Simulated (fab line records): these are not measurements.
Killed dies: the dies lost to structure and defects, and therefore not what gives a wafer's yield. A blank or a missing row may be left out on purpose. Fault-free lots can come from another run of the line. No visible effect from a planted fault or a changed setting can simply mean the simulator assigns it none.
A struck lot beside a sound one || flow n5_finfet || 16 out of 1938 route steps
Sound: the wafers L762.1, L762.2, L762.5. Struck: wafer L755.5 (L755.3, L755.6, from the same lot, were not struck and are left out); the cause is given at the end.
At each step with rows: each side's tool, then ch and its chambers, then its first start. Under that, the readings that differ: sound wafers || struck wafers || difference of the means || sigmas: that difference in standard deviations of wafers without a fault.
alike: readings with means less than 2 such deviations apart, plus words and numbers identical on both sides. not compared: withheld readings, readings lacking a value on some wafer, bounds such as >300 that could conceal the same value, and numbers that have no deviation in the record and whose values overlap.
A row with sigmas, a row that says differs or no value, or rows on one side alone: a step with any of these is where the two part. Non-overlapping numbers with no deviation appear without sigmas and do not part them. Lack of a reading on every wafer of one side parts them only where that side has two or more wafers.

first, 4 steps without rows for these wafers: N5_MOL_CONTACT_COAG_SOFTBAKE_79 (time 60 s); N5_MOL_CONTACT_COAG_EXPOSE_81 (exposes mask VG, defocus 0 nm); N5_MOL_CONTACT_COAG_PEB_82 (peb time 60 s); N5_MOL_CONTACT_COAG_DEVELOP_83 (develop time 30 s).
N5_MOL_CONTACT_COAG_CD_MEAS_84 targets a cd of 25.1 nm.
  sound on cd_sem-01 ch 0, day 9 20:28; struck on cd_sem-02 ch 0, day 8 02:28
  alike: cd_nm
N5_MOL_CONTACT_COAG_OVL_MEAS_85:
  sound on overlay-02 ch 0, day 9 20:31; struck on overlay-01 ch 0, day 8 02:30
  alike: VG_OVL
N5_MOL_CONTACT_COAG_INSPECT_57: inspects for defects (brightfield).
  sound: defect_inspect-02 at day 9 20:34; struck: defect_inspect-02 at day 8 02:33
  alike: raw_defect_count
N5_MOL_CONTACT_COAG_DESCUM_88: chemistry O2, time 7 s.
  sound on rie_diel-02 ch 1,2,3, day 9 20:47; struck on rie_diel-02 ch 1, day 8 02:35
  alike: drypump_motor_current_A, oes_product_au, rf_vpp_V, showerhead_plenum_p_Torr, throttle_valve_pct
  not compared: rf_hours_counter_h
N5_MOL_CONTACT_COAG_ETCH_89: etches underlayer in N2/H2, target depth 13 nm, time 10.4 s.
  sound on rie_diel-02 ch 1,2,3, day 9 20:50; struck on rie_diel-02 ch 1, day 8 02:37
  alike: drypump_motor_current_A, etch_rf_on_time_s, oes_product_au, rf_vpp_V, showerhead_plenum_p_Torr, throttle_valve_pct
  not compared: rf_hours_counter_h
N5_MOL_CONTACT_COAG_ETCH_90: etches SiARC in CF4, target depth 13 nm, time 21.7 s.
  sound on rie_diel-02 ch 1,2,3, day 9 20:51; struck on rie_diel-02 ch 1, day 8 02:38
  alike: drypump_motor_current_A, etch_rf_on_time_s, oes_product_au, rf_vpp_V, showerhead_plenum_p_Torr, throttle_valve_pct
  not compared: rf_hours_counter_h
N5_MOL_CONTACT_COAG_ALD_131: deposits SiO2, target thk 5 nm, pulse time 1 s, co reactant pulse time 1 s.
  sound on ald_sin-04 ch 0,2, day 9 20:59; struck on ald_sin-04 ch 0, day 8 03:01
{"reading": "chamber_pressure_Torr (Torr)", "sound": "1.995 2.007 2.010", "struck": 1.992, "difference": -0.012, "sigmas": -3}
  alike: heater_power_w, precursor_pulse_height_rel
N5_MOL_CONTACT_COAG_ETCHBACK_132: etches SiO2 in CHF3, target depth 10 nm, time 6.7 s.
  sound on rie_diel-03 ch 1,2,3, day 9 21:10; struck on rie_diel-02 ch 1, day 8 03:12
{"reading": "oes_product_au (a.u.)", "sound": "0.73 0.75 0.72", "struck": 0.98, "difference": "+0.25", "sigmas": "+3"}
{"reading": "showerhead_plenum_p_Torr (Torr)", "sound": "2.37 2.31 2.25", "struck": 2.55, "difference": "+0.24", "sigmas": "+4"}
  alike: drypump_motor_current_A, rf_vpp_V, throttle_valve_pct
  not compared: rf_hours_counter_h
N5_MOL_CONTACT_COAG_ETCH_91: etches SOC in N2/H2, target depth 60 nm, overetch 21 nm, time 101.2 s.
  sound on rie_diel-03 ch 1,2,3, day 9 21:13; struck on rie_diel-02 ch 1, day 8 03:14
{"reading": "oes_product_au (a.u.)", "sound": "0.60 0.64 0.61", "struck": 0.80, "difference": "+0.18", "sigmas": "+3"}
{"reading": "rf_vpp_V (V)", "sound": "523.8 520.7 519.5", "struck": 528.7, "difference": "+7.4", "sigmas": "+4"}
{"reading": "showerhead_plenum_p_Torr (Torr)", "sound": "2.50 2.43 2.44", "struck": 2.71, "difference": "+0.25", "sigmas": "+4"}
  alike: drypump_motor_current_A, throttle_valve_pct
  not compared: rf_hours_counter_h, model.SiARC_of_MOL_CONTACT_COAG_COAT_76.thk_nm
then, 1 step without rows for these wafers: N5_MOL_CONTACT_COAG_STRIP_92 (strips in N2/H2).
-- record jumps: 4 days separate the struck wafers' starts on either side; left off in module MOL_CONTACT_COAG, taken up again in module BEOL_M4, whose first shown step is the route's number 1111 --
N5_BEOL_M4_RC_MEAS_101:
  sound on prober-01 ch 0, day 15 15:52; struck on prober-02 ch 0, day 12 14:17
{"reading": "SS_N (mV/dec)", "sound": "72.1 72.2 71.7", "struck": 70.6, "difference": -1.4, "sigmas": -2}
{"reading": "VT_P (mV)", "sound": "-245.1 -246.3 -246.4", "struck": -252.5, "difference": -6.6, "sigmas": -2}
  alike: DIBL_N, DIBL_P, IOFF_N, IOFF_P, ION_N, ION_P, SS_P, VT_N
N5_PASSIVATION_PROBE_49:
  rows exist in the record for the sound wafers here (prober-02, day 20 04:42), none for the struck ones

WHERE THEY PART
First at N5_MOL_CONTACT_COAG_ALD_131; last, within this record, at N5_PASSIVATION_PROBE_49.

WHY: whatever the simulator had introduced
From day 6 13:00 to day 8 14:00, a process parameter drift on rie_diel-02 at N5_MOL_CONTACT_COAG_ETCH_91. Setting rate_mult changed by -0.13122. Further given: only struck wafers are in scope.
